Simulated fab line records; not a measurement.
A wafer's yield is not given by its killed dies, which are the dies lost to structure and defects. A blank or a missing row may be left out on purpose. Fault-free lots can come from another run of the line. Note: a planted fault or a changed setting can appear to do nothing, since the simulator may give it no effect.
fab line records | flow n5_finfet | part 1 of 2: steps 1 to 24 of 29
[record] lots = 5 wafers = 15 last_day = 16
route steps=1938 shown BEOL_M3@1013 BEOL_M4@1021
lots that met no fault: from a run of the same line without faults
start_h: hours from the record's first day to the start of the lot's first wafer shown | wait_h: how many hours have passed since the lot's step before this one | " unchanged from the row above | L1.1+2: one row covering several wafers at once | - value missing, or start not given | * or withheld: withheld | < > ~ a bound
route shown NAME@n: names a module that has steps shown in the file, with the first one's number in the route | usual: average and standard deviation across the fault-free wafers | same: alike in all rows | chamber/n: place in a boat | sites: readings site by site | _std_site: how widely they spread, as a standard deviation | _edge_site: the outer-site mean with the inner-site mean subtracted | radius_mm: how far each site lies from the wafer's centre | mask NAME#n: copy n | behind: the tool/chamber that last shaped the wafer | hold: cause of the lot's hold/its duration in hours/its outcome | device: which transistor (n, p or np) failed to switch | end of line: the same wafers' tests at the end of the route | where a step has no rows: the recipe by itself | killed: the dies lost at the first sort to structure and to defects; this is not the yield of the wafer | map: shows each die of a wafer: x if killed, . if not, _ if none is there
set.NAME: the setting that was run; set.NAME@STEP: the one run at that earlier step | model.NAME: the simulator's own value behind a step, which no gauge read
certain route steps with their lots: each step a table, each wafer a row
services: the hour from which a tool's chamber was out of use, counted from the record's first day as start_h (under 0 if before that day), plus the number of hours and why
[[steps]]
[step N5_BEOL_M3_CMP_52]
[recipe] stop_on = SiOC t_overpolish_s = 6.8 down_force_psi = 1 platen_rpm = 50 clearing_platen_down_force_psi = 1.5 clearing_platen_rpm = 50 post_cmp_clean = cu_alkaline target_thk_nm = 40 clearing_platen_pad_velocity_m_s = 0.99484 pad_velocity_m_s = 0.99484
[usual] barrier_field_endpoint_s = 24.4/0.62 motor_current_A = 6.0/0.56 overpolish_run_s = 6.800/0.0085 slurry_flow_ml_min = 149.9/0.5 time_to_endpoint_s = 62/3.1
// columns lot.wafer tool chamber start_h wait_h barrier_field_endpoint_s motor_current_A overpolish_run_s slurry_flow_ml_min time_to_endpoint_s
L077.3 cmp-03 1 192.73 0.2 23.9 5.9 6.809 149.9 58
L077.2 " 0 " " 25.7 6.9 6.801 149.4 70
L077.6 " 2 " " 24.9 6.0 6.793 150.3 63
L080.1 cmp-02 1 205.41 0.3 24.8 6.1 6.796 149.5 66
L080.4 " 2 " " 24.1 6.1 6.806 149.4 62
L080.5 " 1 " " 25.6 5.9 6.792 151.0 65
L083.3 cmp-03 0 226.26 0.2 25.6 6.5 6.813 149.5 68
L083.1 " 1 " " 25.2 6.1 6.797 150.2 60
L083.5 " 2 " " 25.2 5.9 6.803 149.2 64
L085.1 cmp-02 3 232.92 0.3 24.5 5.7 6.794 149.9 62
L085.2 " 0 " " 24.5 5.5 6.795 150.4 60
L085.5 " 3 " " 24.5 5.8 6.800 150.1 63
L093.2 cmp-03 2 275.50 0.3 24.0 5.9 6.799 149.9 59
L093.5 " 0 " " 24.7 6.5 6.801 149.5 62
L093.6 " 1 " " 23.8 5.6 6.799 150.8 57
[step N5_BEOL_M3_THK_MEAS_53]
[recipe] thk_meas_gauge = xrf reads = Cu_of_BEOL_M3_ECD_50
[usual] M3_THK = 39.6/1.6
// columns lot.wafer tool chamber start_h wait_h M3_THK[nm]
L077.2 film_metro-01 - 193.02 - 41.2
L077.3 " - " " 35.5
L077.6 " - " " 41.6
L080.1 film_metro-02 - 205.67 - 39.2
L080.4 " - " " 38.0
L080.5 " - " " 39.1
L083.1 film_metro-01 - 226.48 - 38.6
L083.3 " - " " 40.0
L083.5 " - " " 40.1
L085.1 film_metro-01 - 233.22 - 40.2
L085.2 " - " " 39.6
L085.5 " - " " 42.7
L093.2 film_metro-01 - 275.72 - 39.2
L093.5 " - " " 39.9
L093.6 " - " " 37.9
[step N5_BEOL_M3_PRE_CLEAN_60]
[recipe] gas = NH3/H2 time_s = 15 temp_c = * rf_power_w = 300
[usual] heater_power_w = 89/16
// columns lot.wafer tool chamber start_h wait_h heater_power_w
L077.2 cvd_co-02 2 193.06 0.0 73
L077.3 " 0 " " 72
L077.6 " 1 " " 104
L080.1 cvd_co-01 1 205.70 0.0 116
L080.4 " 0 " " 79
L080.5 " 1 " " 114
L083.1 cvd_co-02 1 226.52 0.0 102
L083.3 " 0 " " 73
L083.5 " 2 " " 71
L085.1 cvd_co-01 0 233.25 0.0 80
L085.2 " 2 " " 88
L085.5 " 1 " " 115
L093.2 cvd_co-01 1 275.76 0.0 116
L093.5 " 1 " " 115
L093.6 " 0 " " 79
[step N5_BEOL_M3_CO_CAP_55]
[recipe] material = Co target_thk_a = 20 temp_c = 200 precursor = CCTBA/H2 pressure_torr = 30 time_s = 102.1
[usual] heater_power_w = 240/20
// columns lot.wafer tool chamber start_h wait_h heater_power_w
L077.2 cvd_co-02 2 193.10 0.0 222
L077.3 " 0 " " 215
L077.6 " 1 " " 263
L080.1 cvd_co-01 1 205.74 0.0 275
L080.4 " 0 " " 226
L080.5 " 1 " " 272
L083.1 cvd_co-02 1 226.56 0.0 258
L083.3 " 0 " " 217
L083.5 " 2 " " 222
L085.1 cvd_co-01 0 233.29 0.0 228
L085.2 " 2 " " 231
L085.5 " 1 " " 272
L093.2 cvd_co-01 1 275.80 0.0 272
L093.5 " 1 " " 275
L093.6 " 0 " " 229
[step N5_BEOL_M3_PRE_CLEAN_56]
[recipe] gas = NH3 time_s = 15 temp_c = withheld rf_power_w = 300
// columns lot.wafer tool chamber start_h wait_h
L077.2+3+6 pecvd-02 2,1,1 193.19 0.1
L080.1+4+5 pecvd-04 0,0,1 205.84 0.1
L083.1+3+5 pecvd-04 0,1,0 226.65 0.1
L085.1+2+5 pecvd-02 0,2,0 233.39 0.1
L093.2+5+6 pecvd-02 1,0,1 275.89 0.1
[step N5_BEOL_M3_DEP_57]
[recipe] material = SiCN target_thk_a = 80 temp_c = withheld precursor = 3MS/NH3 pressure_torr = 3 rf_w = 202 time_s = 14
[usual] showerhead_plenum_p_Torr = 3.664/0.011 throttle_valve_pct = 9.0/0.43
// columns lot.wafer tool chamber start_h wait_h showerhead_plenum_p_Torr throttle_valve_pct
L077.2 pecvd-02 2 193.22 0.0 3.671 8.5
L077.3 " 1 " " 3.673 9.5
L077.6 " 1 " " 3.661 9.4
L080.1 pecvd-04 0 205.86 0.0 3.677 9.5
L080.4 " 0 " " 3.685 9.4
L080.5 " 1 " " 3.649 8.3
L083.1 pecvd-04 0 226.68 0.0 3.681 9.7
L083.3 " 1 " " 3.658 7.8
L083.5 " 0 " " 3.683 9.1
L085.1 pecvd-02 0 233.41 0.0 3.658 9.0
L085.2 " 2 " " 3.674 8.4
L085.5 " 0 " " 3.660 9.2
L093.2 pecvd-02 1 275.91 0.0 3.656 9.5
L093.5 " 0 " " 3.646 9.2
L093.6 " 1 " " 3.658 9.4
[step N5_BEOL_M3_RS_MEAS_58]
[recipe] thk_meas_gauge = four-point-probe reads = Co_of_BEOL_M3_CO_CAP_55+Cu_of_BEOL_M3_ECD_50+Co_of_BEOL_M3_CVD_47+TaN_of_BEOL_M3_ALD_84
[usual] M3_RS = 0.68/0.034
// columns lot.wafer tool chamber start_h wait_h M3_RS[ohm/sq]
L077.2 film_metro-02 - 193.28 0.1 0.64
L077.3 " - " " 0.78
L077.6 " - " " 0.64
L080.1 film_metro-02 - 205.93 0.0 0.68
L080.4 " - " " 0.71
L080.5 " - " " 0.69
L083.1 film_metro-01 - 226.74 0.0 0.70
L083.3 " - " " 0.67
L083.5 " - " " 0.67
L085.1 film_metro-01 - 233.48 0.0 0.67
L085.2 " - " " 0.67
L085.5 " - " " 0.62
L093.2 film_metro-02 - 275.98 0.1 0.69
L093.5 " - " " 0.67
L093.6 " - " " 0.71
[step N5_BEOL_M3_INSPECT_59]
[recipe] inspect_instrument = darkfield mode = post_dep
[usual] raw_defect_count = 70/24
// columns lot.wafer tool chamber start_h wait_h raw_defect_count
L077.2 defect_inspect-01 - 193.31 0.0 75
L077.3 " - " " 84
L077.6 " - " " 49
L080.1 defect_inspect-02 - 205.96 0.0 63
L080.4 " - " " 88
L080.5 " - " " 56
L083.1 defect_inspect-02 - 226.77 0.0 71
L083.3 " - " " 73
L083.5 " - " " 58
L085.1 defect_inspect-01 - 233.50 0.0 123
L085.2 " - " " 81
L085.5 " - " " 128
L093.2 defect_inspect-02 - 276.01 0.0 73
L093.5 " - " " 52
L093.6 " - " " 53
[step N5_BEOL_M4_ILD_DEP_00]
[recipe] material = SiOC target_thk_a = 790 temp_c = 350 precursor = DEMS/O2 pressure_torr = 5 rf_w = 500 time_s = 15.3
[usual] heater_power_w = 483/74 showerhead_plenum_p_Torr = 5.698/0.018 throttle_valve_pct = 12.1/0.62
// columns lot.wafer tool chamber start_h wait_h heater_power_w showerhead_plenum_p_Torr throttle_valve_pct
L077.2 pecvd-02 0 193.34 0.0 529 5.703 11.9
L077.3 " 2 " " 376 5.698 11.3
L077.6 " 0 " " 564 5.700 11.7
L080.1 pecvd-03 1 206.01 0.0 573 5.712 12.1
L080.4 " 1 " " 558 5.710 12.4
L080.5 " 1 " " 572 5.709 12.5
L083.1 pecvd-03 0 226.81 0.0 330 5.681 12.1
L083.3 " 1 " " 578 5.695 12.2
L083.5 " 1 " " 595 5.716 12.1
L085.1 pecvd-03 0 233.54 0.0 368 5.687 12.0
L085.2 " 2 " " 487 5.703 12.0
L085.5 " 0 " " 382 5.698 11.9
L093.2 pecvd-03 2 276.04 0.0 537 5.692 11.8
L093.5 " 0 " " 363 5.693 12.3
L093.6 " 2 " " 417 5.683 12.0
[step N5_BEOL_M4_THK_MEAS_01]
[recipe] reads = SiOC_of_BEOL_M4_ILD_DEP_00
[usual] M4_ILD_THK = 79.2/1.3
// columns lot.wafer tool chamber start_h wait_h M4_ILD_THK[nm]
L077.2 film_metro-01 - 193.41 0.1 78.4
L077.3 " - " " 77.9
L077.6 " - " " 80.3
L080.1 film_metro-01 - 206.09 0.1 78.6
L080.4 " - " " 79.4
L080.5 " - " " 79.6
L083.1 film_metro-01 - 226.89 0.1 76.2
L083.3 " - " " 79.1
L083.5 " - " " 79.3
L085.1 film_metro-01 - 233.61 0.0 77.2
L085.2 " - " " 76.7
L085.5 " - " " 78.7
L093.2 film_metro-01 - 276.11 0.1 77.8
L093.5 " - " " 79.5
L093.6 " - " " 78.0
[step N5_BEOL_M4_PECVD_72]
[recipe] material = SiO2 target_thk_a = 160 temp_c = 400 precursor = TEOS/O2 pressure_torr = 5.5 rf_w = 450 teos_flow_sccm = 53.8 gas = O2 flow_sccm = 3000 time_s = 18
[usual] heater_power_w = 700/100 showerhead_plenum_p_Torr = 8.80/0.067 throttle_valve_pct = 22.7/1.1
// columns lot.wafer tool chamber start_h wait_h heater_power_w showerhead_plenum_p_Torr throttle_valve_pct
L077.2 pecvd-03 2 193.45 0.0 726 8.77 24.2
L077.3 " 1 " " 827 8.86 23.3
L077.6 " 2 " " 741 8.75 24.4
L080.1 pecvd-03 0 206.13 0.0 502 8.76 22.2
L080.4 " 0 " " 486 8.76 22.1
L080.5 " 0 " " 505 8.78 22.4
L083.1 pecvd-03 0 226.93 0.0 593 8.76 22.4
L083.3 " 0 " " 566 8.76 22.4
L083.5 " 1 " " 817 8.86 23.0
L085.1 pecvd-02 2 233.65 0.0 579 8.80 20.9
L085.2 " 0 " " 825 8.75 22.5
L085.5 " 0 " " 819 8.79 22.4
L093.2 pecvd-01 2 276.15 0.0 717 8.83 20.9
L093.5 " 1 " " 665 8.70 24.0
L093.6 " 2 " " 722 8.83 20.8
[step N5_BEOL_M4_HM_DEP_02]
[recipe] material = TiN target_thk_a = 200 temp_c = 25 chamber_pressure_pa = 0.49996
[usual] chamber_pressure_pa = 0.5000/0.00094 throttle_valve_pct = 29.3/1.1
// columns lot.wafer tool chamber start_h wait_h chamber_pressure_pa throttle_valve_pct
L077.2 pvd_sputter-03 - 193.53 0.1 0.4981 32.0
L077.3 " - " " 0.4995 29.5
L077.6 " - " " 0.5012 28.8
L080.1 pvd_sputter-02 - 208.05 1.9 0.4994 28.3
L080.4 " - " " 0.4993 30.5
L080.5 " - " " 0.4988 30.5
L083.1 pvd_sputter-03 - 227.82 0.9 0.5004 31.9
L083.3 " - " " 0.4998 31.2
L083.5 " - " " 0.4997 29.2
L085.1 pvd_sputter-02 - 235.76 2.1 0.5003 28.7
L085.2 " - " " 0.4992 28.2
L085.5 " - " " 0.4995 28.2
L093.2 pvd_sputter-01 - 276.39 0.2 0.5015 28.4
L093.5 " - " " 0.4991 29.0
L093.6 " - " " 0.5006 30.7
[step N5_BEOL_M4_COAT_61]
[recipe] resist = SOC temp_c = 250 time_s = 60 spin_rpm = 1500 resist_thk_nm = 60
[usual] exhaust_pa = 44.8/1
// columns lot.wafer tool chamber start_h wait_h exhaust_pa
L077.2 litho_track-05 0 193.65 0.1 45.1
L077.3 " 0 " " 45.5
L077.6 " 0 " " 44.7
L080.1 litho_track-03 0 208.17 0.1 46.7
L080.4 " 0 " " 46.3
L080.5 " 0 " " 45.4
L083.1 litho_track-03 0 227.95 0.1 46.7
L083.3 " 0 " " 47.0
L083.5 " 0 " " 45.7
L085.1 litho_track-03 0 235.89 0.1 43.8
L085.2 " 0 " " 45.7
L085.5 " 0 " " 45.0
L093.2 litho_track-05 0 276.52 0.1 45.3
L093.5 " 0 " " 44.9
L093.6 " 0 " " 43.3
[step N5_BEOL_M4_COAT_62]
[recipe] resist = SiARC temp_c = 220 time_s = 60 spin_rpm = 1500 resist_thk_nm = 12
[usual] exhaust_pa = 44.9/0.95
// columns lot.wafer tool chamber start_h wait_h exhaust_pa
L077.2 litho_track-05 0 - - 44.5
L077.3 " 0 " " 44.8
L077.6 " 0 " " 46.4
L080.1 litho_track-03 0 - - 46.0
L080.4 " 0 " " 45.8
L080.5 " 0 " " 44.5
L083.1 litho_track-03 0 - - 46.4
L083.3 " 0 " " 46.8
L083.5 " 0 " " 46.6
L085.1 litho_track-03 0 - - 44.7
L085.2 " 0 " " 45.1
L085.5 " 0 " " 44.7
L093.2 litho_track-05 0 - - 43.9
L093.5 " 0 " " 45.0
L093.6 " 0 " " 44.9
[step N5_BEOL_M4_COAT_73]
[recipe] resist = underlayer temp_c = 205 time_s = 60 spin_rpm = 1500 resist_thk_nm = 5
[usual] exhaust_pa = 45.0/0.83
// columns lot.wafer tool chamber start_h wait_h exhaust_pa
L077.2 litho_track-05 0 - - 44.6
L077.3 " 0 " " 45.4
L077.6 " 0 " " 46.1
L080.1 litho_track-03 0 - - 45.5
L080.4 " 0 " " 43.9
L080.5 " 0 " " 45.4
L083.1 litho_track-03 0 - - 44.9
L083.3 " 0 " " 44.6
L083.5 " 0 " " 45.8
L085.1 litho_track-03 0 - - 44.8
L085.2 " 0 " " 44.7
L085.5 " 0 " " 44.6
L093.2 litho_track-05 0 - - 44.6
L093.5 " 0 " " 46.2
L093.6 " 0 " " 44.6
[step N5_BEOL_M4_COAT_05]
[recipe] resist = CAR-EUV spin_rpm = 1500 resist_thk_nm = 30
[usual] exhaust_pa = 45.0/0.85
// columns lot.wafer tool chamber start_h wait_h exhaust_pa
L077.2 litho_track-05 0 - - 44.1
L077.3 " 0 " " 45.0
L077.6 " 0 " " 44.1
L080.1 litho_track-03 0 - - 44.7
L080.4 " 0 " " 44.4
L080.5 " 0 " " 44.6
L083.1 litho_track-03 0 - - 44.3
L083.3 " 0 " " 42.5
L083.5 " 0 " " 45.2
L085.1 litho_track-03 0 - - 45.7
L085.2 " 0 " " 45.5
L085.5 " 0 " " 45.0
L093.2 litho_track-05 0 - - 45.4
L093.5 " 0 " " 44.1
L093.6 " 0 " " 44.9
[step N5_BEOL_M4_EBR_07]
[recipe] solvent = PGMEA ebr_width_mm = 1.5
[usual] exhaust_pa = 45.0/0.93
// columns lot.wafer tool chamber start_h wait_h exhaust_pa
L077.2 litho_track-05 0 - - 44.8
L077.3 " 0 " " 44.7
L077.6 " 0 " " 44.0
L080.1 litho_track-03 0 - - 44.2
L080.4 " 0 " " 45.8
L080.5 " 0 " " 45.3
L083.1 litho_track-03 0 - - 45.6
L083.3 " 0 " " 45.6
L083.5 " 0 " " 45.5
L085.1 litho_track-03 0 - - 45.0
L085.2 " 0 " " 45.8
L085.5 " 0 " " 45.8
L093.2 litho_track-05 0 - - 44.0
L093.5 " 0 " " 45.1
L093.6 " 0 " " 44.8
[step N5_BEOL_M4_SOFTBAKE_06]
[recipe] temp_c = 110 time_s = 60 resist = CAR-EUV
[usual] exhaust_pa = 45.0/0.85
// columns lot.wafer tool chamber start_h wait_h exhaust_pa
L077.2 litho_track-05 0 - - 44.4
L077.3 " 0 " " 45.2
L077.6 " 0 " " 45.8
L080.1 litho_track-03 0 - - 46.2
L080.4 " 0 " " 46.0
L080.5 " 0 " " 45.5
L083.1 litho_track-03 0 - - 44.5
L083.3 " 0 " " 45.6
L083.5 " 0 " " 44.3
L085.1 litho_track-03 0 - - 45.9
L085.2 " 0 " " 44.2
L085.5 " 0 " " 46.5
L093.2 litho_track-05 0 - - 44.1
L093.5 " 0 " " 43.0
L093.6 " 0 " " 44.6
[step N5_BEOL_M4_EXPOSE_08]
[recipe] mask_id = M4 na = 0.33 source_shape = dipole sigma_inner = 0.369 sigma_outer = 0.767 polarization = unpolarized dose_mj = 41.25
[usual] reticle_temp_C = 22.99/0.12
// columns lot.wafer tool chamber start_h wait_h mask reticle_temp_C
L077.2 euv_scanner-02 0 193.84 - M4#0 23.03
L077.3 " 0 " " M4#0 22.81
L077.6 " 0 " " M4#0 22.87
L080.1 euv_scanner-02 0 208.31 - M4#0 23.20
L080.4 " 0 " " M4#0 22.95
L080.5 " 0 " " M4#0 23.02
L083.1 euv_scanner-01 0 228.21 - M4#0 22.95
L083.3 " 0 " " M4#0 23.08
L083.5 " 0 " " M4#0 22.84
L085.1 euv_scanner-02 0 236.20 - M4#0 22.76
L085.2 " 0 " " M4#0 22.76
L085.5 " 0 " " M4#0 22.79
L093.2 euv_scanner-01 0 276.66 - M4#0 22.98
L093.5 " 0 " " M4#0 22.95
L093.6 " 0 " " M4#0 22.88
[step N5_BEOL_M4_PEB_09]
[recipe] peb_temp_c = 100 peb_time_s = 60 resist = CAR-EUV
[usual] exhaust_pa = 44.8/0.82
[same] peb_time_s = 60
// columns lot.wafer tool chamber start_h wait_h exhaust_pa
L077.2 litho_track-01 0 193.89 0.1 45.0
L077.3 " 0 " " 44.8
L077.6 " 0 " " 46.1
L080.1 litho_track-03 0 208.37 0.1 45.5
L080.4 " 0 " " 46.2
L080.5 " 0 " " 45.7
L083.1 litho_track-03 0 228.27 0.1 44.8
L083.3 " 0 " " 44.0
L083.5 " 0 " " 44.2
L085.1 litho_track-03 0 236.27 0.1 45.6
L085.2 " 0 " " 47.0
L085.5 " 0 " " 45.3
L093.2 litho_track-05 0 276.72 0.1 43.9
L093.5 " 0 " " 44.8
L093.6 " 0 " " 46.0
[step N5_BEOL_M4_DEVELOP_10]
[recipe] develop_time_s = 30 developer = TMAH resist = CAR-EUV rinse_liquid = surfactant_rinse dry = air_spin dev_temp_c = 23
[usual] exhaust_pa = 45.0/0.9
// columns lot.wafer tool chamber start_h wait_h exhaust_pa
L077.2 litho_track-01 0 - - 44.6
L077.3 " 0 " " 45.3
L077.6 " 0 " " 45.0
L080.1 litho_track-03 0 - - 43.6
L080.4 " 0 " " 43.8
L080.5 " 0 " " 43.2
L083.1 litho_track-03 0 - - 45.2
L083.3 " 0 " " 46.6
L083.5 " 0 " " 44.7
L085.1 litho_track-03 0 - - 45.2
L085.2 " 0 " " 44.7
L085.5 " 0 " " 45.4
L093.2 litho_track-05 0 - - 43.7
L093.5 " 0 " " 43.1
L093.6 " 0 " " 43.1
[step N5_BEOL_M4_CD_MEAS_11]
[recipe] target_cd_nm = 16.79 landing_energy_ev = 500 detector = se_inlens polarity = opening
[usual] cd_nm = 16.80/0.26
// columns lot.wafer tool chamber start_h wait_h cd_nm
L077.2 cd_sem-03 0 193.96 - 16.89
L077.3 " 0 " " 17.27
L077.6 " 0 " " 17.04
L080.1 cd_sem-02 0 208.44 - 16.95
L080.4 " 0 " " 16.84
L080.5 " 0 " " 16.92
L083.1 cd_sem-03 0 228.34 - 16.74
L083.3 " 0 " " 16.68
L083.5 " 0 " " 16.89
L085.1 cd_sem-02 0 236.34 - 16.57
L085.2 " 0 " " 16.93
L085.5 " 0 " " 16.80
L093.2 cd_sem-01 0 276.79 - 16.59
L093.5 " 0 " " 16.52
L093.6 " 0 " " 16.83
[step N5_BEOL_M4_OVL_MEAS_12]
[recipe] points_per_wafer = 522
[usual] M4_OVL = 0.3/0.69
// columns lot.wafer tool chamber start_h wait_h M4_OVL[nm]
L077.2 overlay-01 0 194.00 0.0 0.8
L077.3 " 0 " " 1.0
L077.6 " 0 " " 0.1
L080.1 overlay-01 0 208.47 0.0 0.1
L080.4 " 0 " " 1.2
L080.5 " 0 " " 0.6
L083.1 overlay-02 0 228.37 0.0 0.5
L083.3 " 0 " " 0.2
L083.5 " 0 " " -0.2
L085.1 overlay-02 0 236.37 0.0 0.5
L085.2 " 0 " " 0.7
L085.5 " 0 " " 0.7
L093.2 overlay-02 0 276.83 0.0 0.7
L093.5 " 0 " " -0.9
L093.6 " 0 " " 0.6
[step N5_BEOL_M4_INSPECT_13]
[recipe] mode = adi inspect_instrument = brightfield
[usual] raw_defect_count = 427/110
// columns lot.wafer tool chamber start_h wait_h raw_defect_count
L077.2 defect_inspect-02 - 194.05 0.0 463
L077.3 " - " " 590
L077.6 " - " " 399
L080.1 defect_inspect-01 - 208.53 0.1 478
L080.4 " - " " 522
L080.5 " - " " 492
L083.1 defect_inspect-02 - 228.43 0.1 292
L083.3 " - " " 284
L083.5 " - " " 372
L085.1 defect_inspect-01 - 236.42 0.1 389
L085.2 " - " " 446
L085.5 " - " " 484
L093.2 defect_inspect-02 - 276.88 0.0 291
L093.5 " - " " 481
L093.6 " - " " 234
